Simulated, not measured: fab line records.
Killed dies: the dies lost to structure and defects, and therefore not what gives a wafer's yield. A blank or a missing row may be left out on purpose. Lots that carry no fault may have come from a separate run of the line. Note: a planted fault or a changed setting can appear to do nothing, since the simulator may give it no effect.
One fault seen from 3 desks    flow n5-finfet    numbers are kept per desk, each desk with only its own; the story behind them comes last

== THE TOOL OWNER'S DESK: rie-diel-01 ==
The tool's own readings at N5_BEOL_M14_ETCH_59 (etches BARC in N2/H2, target depth 89 nm, overetch 26.7 nm, time 67.9 s): means of the sampled wafers that have a number, for each lot that ran on this tool. A lot is out of limits, marked OUT, if its mean lies more than 4 standard deviations from the usual mean; the brackets give that distance.
Columns: A = drypump-motor-current-A at N5_BEOL_M14_ETCH_59, usual 5.9 A; B = oes-product-au at N5_BEOL_M14_ETCH_59, usual 0.70 a.u.; C = rf-fwd-power-W at N5_BEOL_M14_ETCH_59, usual 833 W; D = rf-vpp-V at N5_BEOL_M14_ETCH_59, usual 524.1 V; E = run-length-s at N5_BEOL_M14_ETCH_59, usual 91.2 s; F = showerhead-plenum-p-Torr at N5_BEOL_M14_ETCH_59, usual 2.55 Torr; G = throttle-valve-pct at N5_BEOL_M14_ETCH_59, usual 17.82 %
lot   first seen here  A    B     C    D      E                F     G
L227  day 12 00:23     6.0  0.78  833  525.6  91.1             2.60  17.86
L230  day 13 00:39     5.4  0.70  832  526.5  91.3             2.63  17.96
L232  day 14 05:59     4.8  0.56  832  525.5  100.9 (+18) OUT  2.60  18.06
L236  day 14 21:48     5.4  0.67  833  526.7  94.1 (+5.4) OUT  2.63  17.98
L237  day 15 00:21     6.0  0.73  828  525.4  95.7 (+8.2) OUT  2.59  17.83
This desk finds L232, L236, L237 out of limits, L232 being first, at day 14 05:59 (run-length-s at N5_BEOL_M14_ETCH_59). L227, L230 stayed within limits.

== FROM THE METROLOGY DESK ==
Lot by lot, what the gauges showed, no matter which tool ran the lot: averages of those sampled wafers that carry a number. A lot is out of limits, marked OUT, if its mean lies more than 4 standard deviations from the usual mean; the brackets give that distance.
Columns: A = cd-nm at N5_BEOL_M14_CD_MEAS_10, usual 250.4 nm; B = V13_OVL at N5_BEOL_M14_OVL_MEAS_11, usual -2 nm
lot   first seen here  A      B
L227  day 12 00:15     251.0  11
L230  day 13 00:32     251.0  -2
L232  day 14 05:52     252.5  -4
L236  day 14 21:34     250.3  -12
L237  day 15 00:14     250.4  -1
L238  day 15 04:53     250.4  2
L241  day 15 20:39     247.9  -6
Result from this desk: across the 7 lots, nothing is out of limits.

== THE DEFECT DESK ==
Counts from the inspections along the route, per lot, as means over the sampled wafers that have a number. A lot is out of limits, marked OUT, if its mean lies more than 4 standard deviations from the usual mean; the brackets give that distance.
Columns: A = raw-defect-count at N5_BEOL_M14_INSPECT_12, usual 2.0
lot   first seen here  A
L227  day 12 00:19     1.0
L230  day 13 00:35     1.7
L232  day 14 05:55     3.5
L236  day 14 21:37     1.7
L237  day 15 00:17     2.0
L238  day 15 04:56     1.7
L241  day 15 20:42     2.3
Result from this desk: across the 7 lots, nothing is out of limits.

== BROUGHT TOGETHER ==
The tool owner's desk had the chance to raise an alarm at day 14 05:59 on L232, L236, L237.
Metrology desk: nothing out of limits seen.
The defect desk saw nothing out of limits.
The metrology desk holds a record of L232, L236, L237, inside its limits.
The defect desk has L232, L236, L237 on record, within its limits.
Every lot named ran N5_BEOL_M14_ETCH_59 on rie-diel-01.

== WHAT THE SIMULATOR PUT IN ==
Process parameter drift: rie-diel-01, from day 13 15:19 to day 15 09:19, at N5_BEOL_M14_ETCH_59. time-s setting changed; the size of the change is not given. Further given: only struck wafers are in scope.
Struck lots among those shown: L232, L236, L237.
Hours from the fault's start to each desk's first reading out of limits: the tool owner's desk, 15.
